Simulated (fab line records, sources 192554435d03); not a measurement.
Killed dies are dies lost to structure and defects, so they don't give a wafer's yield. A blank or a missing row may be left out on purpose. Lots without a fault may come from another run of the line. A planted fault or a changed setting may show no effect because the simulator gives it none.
Split-lot experiment | flow n5_finfet | 7 lots, 39 wafers read, on a route of 1938 steps

THE SPLIT
At N5_HKMG_FIN_EXPOSE_09 (exposes mask NWFM, target cd 98 nm), the setting dose_mj was moved away from the recipe's 39.25 on 12 of the 39 wafers read, by -6.2% to +4.1%. The other wafers ran this setting at the recipe's value.

FROM THE SPLIT TO THE READING: what the file shows between them, 2 steps
- N5_HKMG_FIN_PEB_10: peb time 60 s
- N5_HKMG_FIN_DEVELOP_11: develop time 30 s

THE READING
cd_nm, in nm, at N5_HKMG_FIN_CD_MEAS_12 (target cd 92.8 nm). Fault-free wafers of this fab line usually give 93.4 nm, standard deviation 0.74 nm.

wafer  | tool, chamber at the split | dose_mj as run | against the recipe | cd_nm, nm | against lot-mates on the recipe
L074.1 | arfi_scanner-01, 0         | 39.25          | recipe             | 93.8      | -
L074.2 | arfi_scanner-01, 0         | 36.82          | -6.2%              | 90.1      | -3.5
L074.3 | arfi_scanner-01, 0         | 36.82          | -6.2%              | 89.1      | -4.5
L074.4 | arfi_scanner-01, 0         | 36.82          | -6.2%              | 88.5      | -5.1
L074.5 | arfi_scanner-01, 0         | 39.25          | recipe             | 93.4      | -
L074.6 | arfi_scanner-01, 0         | 39.25          | recipe             | 93.7      | -
L075.1 | arfi_scanner-02, 0         | 39.25          | recipe             | 93.0      | -
L075.2 | arfi_scanner-02, 0         | 39.25          | recipe             | 93.3      | -
L075.3 | arfi_scanner-02, 0         | 39.25          | recipe             | 92.9      | -
L075.4 | arfi_scanner-02, 0         | 39.25          | recipe             | 92.1      | -
L075.5 | arfi_scanner-02, 0         | 39.25          | recipe             | 93.2      | -
L075.6 | arfi_scanner-02, 0         | 39.25          | recipe             | 92.2      | -
L078.1 | arfi_scanner-03, 0         | 38.17          | -2.8%              | 92.6      | -1.6
L078.2 | arfi_scanner-03, 0         | 39.25          | recipe             | 94.3      | -
L078.3 | arfi_scanner-03, 0         | 39.25          | recipe             | 94.0      | -
L078.4 | arfi_scanner-03, 0         | 39.25          | recipe             | 94.2      | -
L078.5 | arfi_scanner-03, 0         | 38.17          | -2.8%              | 92.3      | -1.9
L078.6 | arfi_scanner-03, 0         | 38.17          | -2.8%              | 92.7      | -1.5
L082.1 | arfi_scanner-03, 0         | 39.25          | recipe             | 94.5      | -
L082.2 | arfi_scanner-03, 0         | 39.25          | recipe             | 93.5      | -
L082.3 | arfi_scanner-03, 0         | 39.25          | recipe             | 94.1      | -
L082.4 | arfi_scanner-03, 0         | 39.25          | recipe             | 93.7      | -
L082.5 | arfi_scanner-03, 0         | 39.25          | recipe             | 94.2      | -
L082.6 | arfi_scanner-03, 0         | 39.25          | recipe             | 94.8      | -
L091.1 | arfi_scanner-02, 0         | 39.25          | recipe             | 93.8      | -
L091.2 | arfi_scanner-02, 0         | 39.25          | recipe             | 93.7      | -
L091.6 | arfi_scanner-02, 0         | 39.25          | recipe             | 94.6      | -
L094.1 | arfi_scanner-01, 0         | 40.87          | +4.1%              | 96.6      | +2.8
L094.2 | arfi_scanner-01, 0         | 39.25          | recipe             | 93.1      | -
L094.3 | arfi_scanner-01, 0         | 39.25          | recipe             | 94.2      | -
L094.4 | arfi_scanner-01, 0         | 40.87          | +4.1%              | 96.9      | +3.1
L094.5 | arfi_scanner-01, 0         | 39.25          | recipe             | 94.2      | -
L094.6 | arfi_scanner-01, 0         | 40.87          | +4.1%              | 96.4      | +2.6
L095.1 | arfi_scanner-02, 0         | 40.32          | +2.7%              | 96.2      | +1.6
L095.2 | arfi_scanner-02, 0         | 40.32          | +2.7%              | 96.0      | +1.4
L095.3 | arfi_scanner-02, 0         | 40.32          | +2.7%              | 95.7      | +1.1
L095.4 | arfi_scanner-02, 0         | 39.25          | recipe             | 94.3      | -
L095.5 | arfi_scanner-02, 0         | 39.25          | recipe             | 94.9      | -
L095.6 | arfi_scanner-02, 0         | 39.25          | recipe             | 94.7      | -

THE FIT
A straight line over all 39 wafers: cd_nm changes by +0.703 nm for each +1% of dose_mj; r = +0.93; the points scatter about the line by 0.68 nm.
The same after taking each lot's own level away (the mean of its wafers on the recipe; 39 wafers): +0.666 nm for each +1%; r = +0.97; scatter 0.43 nm.
On that fit, the largest move of dose_mj shifts the reading by 4.1 nm.
The lots' own levels span 92.78 to 94.63 nm, that is 2.5 times the standard deviation above.
So the lot-to-lot level changes the slope little: the two slopes agree.
Check: with one of the wafers moved furthest among these (-6.2%) left out of the fit, the line predicts -4.32 nm for it against its lot-mates. It came out at -3.53 nm against them.

OTHER SPLITS ON THESE WAFERS
These wafers also went through other splits before the reading. Each is held against what the fit with the lots' levels taken away leaves over:
other split on the same wafers | wafers away from the commonest value | r with cd_nm (lot level and that fit taken away)
N5_HKMG_FIN_EXPOSE_46 dose_mj  | 12                                   | +0.09

THE WHOLE CHAIN: every reading that the file lists as answering this split, in the file's order
step                   | what it does             | reading                                                         | change (the file's fit)               | r (the file's)
N5_HKMG_FIN_CD_MEAS_12 | target cd 92.8 nm        | cd_nm                                                           | +0.668 nm for each +1% of the setting | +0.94
N5_HKMG_FIN_DESCUM_17  | chemistry O2, time 7.9 s | HKMG_FIN.cd_nm (the simulator's own value, which no gauge read) | +0.619 nm for each +1% of the setting | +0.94

THE FILE'S OWN FIT
cd_nm changes by +0.668 nm for each +1% of dose_mj, r = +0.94.
